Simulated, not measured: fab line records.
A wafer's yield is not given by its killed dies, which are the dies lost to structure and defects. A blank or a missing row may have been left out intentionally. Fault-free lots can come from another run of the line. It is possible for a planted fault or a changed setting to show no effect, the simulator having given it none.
Which tool was responsible? + flow nand-harc + Sampling: 6 lots, 18 wafers, 5 of 1159 route steps

== WHAT THE GAUGES SHOWED, per wafer ==
NHARC_END_SORT_01.
| lot  | measured     | on        | killed-dies |
|------|--------------|-----------|-------------|
| L592 | day 19 13:20 | prober-01 | 24 29 38    |
| L594 | day 20 04:08 | prober-01 | 30 37 24    |
| L596 | day 20 07:07 | prober-02 | 17 23 15    |
| L601 | day 21 11:52 | prober-01 | 31 27 22    |
| L606 | day 24 09:44 | prober-01 | 37 677 33   |
| L613 | day 25 01:19 | prober-02 | 29 28 36    |

== TOOL THAT RAN EACH LOT (tool first, then ch and the chambers of the sampled wafers, then the start) ==
| lot  | NHARC_A_STAIRCASE_ETCH_27                     | NHARC_A_STAIRCASE_ETCH_201         | NHARC_A_STAIRCASE_TRIM_202                    | NHARC_A_STAIRCASE_STRIP_205          |
|------|-----------------------------------------------|------------------------------------|-----------------------------------------------|--------------------------------------|
| L592 | rie-diel-08 ch 1,2, day 11 13:34 or earlier   | rie-diel-02 ch 0,1,2, day 11 13:34 | rie-diel-02 ch 1,2,3, day 11 14:19 or earlier | plasma-asher-01 ch 0,1, day 11 14:19 |
| L594 | rie-diel-01 ch 0,2, day 11 23:05 or earlier   | rie-diel-02 ch 0,1,2, day 11 23:05 | rie-diel-02 ch 0,2,3, day 11 23:32 or earlier | plasma-asher-01 ch 0,1, day 11 23:32 |
| L596 | rie-diel-01 ch 1,2, day 12 07:52 or earlier   | rie-diel-01 ch 1,2,3, day 12 07:52 | rie-diel-01 ch 0,3, day 12 08:24 or earlier   | plasma-asher-02 ch 0,1, day 12 08:24 |
| L601 | rie-diel-01 ch 0,3, day 13 07:56 or earlier   | rie-diel-02 ch 2,3, day 13 07:56   | rie-diel-02 ch 0,2,3, day 13 08:29 or earlier | plasma-asher-02 ch 0,1, day 13 08:29 |
| L606 | rie-diel-01 ch 0,1, day 15 03:54 or earlier   | rie-diel-08 ch 0,2,3, day 15 03:54 | rie-diel-08 ch 2,3, day 15 04:25 or earlier   | plasma-asher-01 ch 0,1, day 15 04:25 |
| L613 | rie-diel-02 ch 1,2,3, day 16 06:51 or earlier | rie-diel-02 ch 0,1,3, day 16 06:51 | rie-diel-02 ch 2,3, day 16 08:11 or earlier   | plasma-asher-01 ch 0,1, day 16 08:11 |
- NHARC_A_STAIRCASE_ETCH_27: etches the open film in C4F8/O2, target depth 100 nm, time 40.5 s.
- NHARC_A_STAIRCASE_ETCH_201: etches the open film in C4F8/O2, target depth 100 nm, time 40.5 s.
- NHARC_A_STAIRCASE_TRIM_202: chemistry O2, time 211.2 s.
- NHARC_A_STAIRCASE_STRIP_205: strips in O2.

== THE ANSWER, worked out from the rows above alone ==
Rule: what is usual is taken from the lots themselves. Put in order of their means at a reading, lots are off if they are a third of the lots or fewer, leave a main group of 4 or more, and stand apart from it by a gap of 3 or more times the standard deviation of the main group's means; of several such gaps the widest counts. A main group is skipped when, at the precision printed for the reading in the tables above, its means are all equal. Also off: a lot with no number at a reading for which 4 or more lots have one. Where the step has rows for the other lots, those lots are counted as sound.
Off: L606, at NHARC_END_SORT_01 (killed-dies). The main group has a mean of 27 with a standard deviation of 4.8.
If a tool, at a process step before that reading, ran all the lots that are off and no sound lot after the first of them, it fits. The gauges at NHARC_END_SORT_01 are tried like those tools. NHARC_A_STAIRCASE_ETCH_27 gives no start for some lots, so the hours and the order of its lots are those of NHARC_A_STAIRCASE_ETCH_201. NHARC_A_STAIRCASE_TRIM_202 gives no start for some lots, so the hours and the order of its lots are those of NHARC_A_STAIRCASE_STRIP_205. Can't be told from this: 3 tools fit, rie-diel-01 at NHARC_A_STAIRCASE_ETCH_27, rie-diel-08 at NHARC_A_STAIRCASE_ETCH_201 and NHARC_A_STAIRCASE_TRIM_202, prober-01 at NHARC_END_SORT_01.

== WHAT THE SIMULATOR PUT IN ==
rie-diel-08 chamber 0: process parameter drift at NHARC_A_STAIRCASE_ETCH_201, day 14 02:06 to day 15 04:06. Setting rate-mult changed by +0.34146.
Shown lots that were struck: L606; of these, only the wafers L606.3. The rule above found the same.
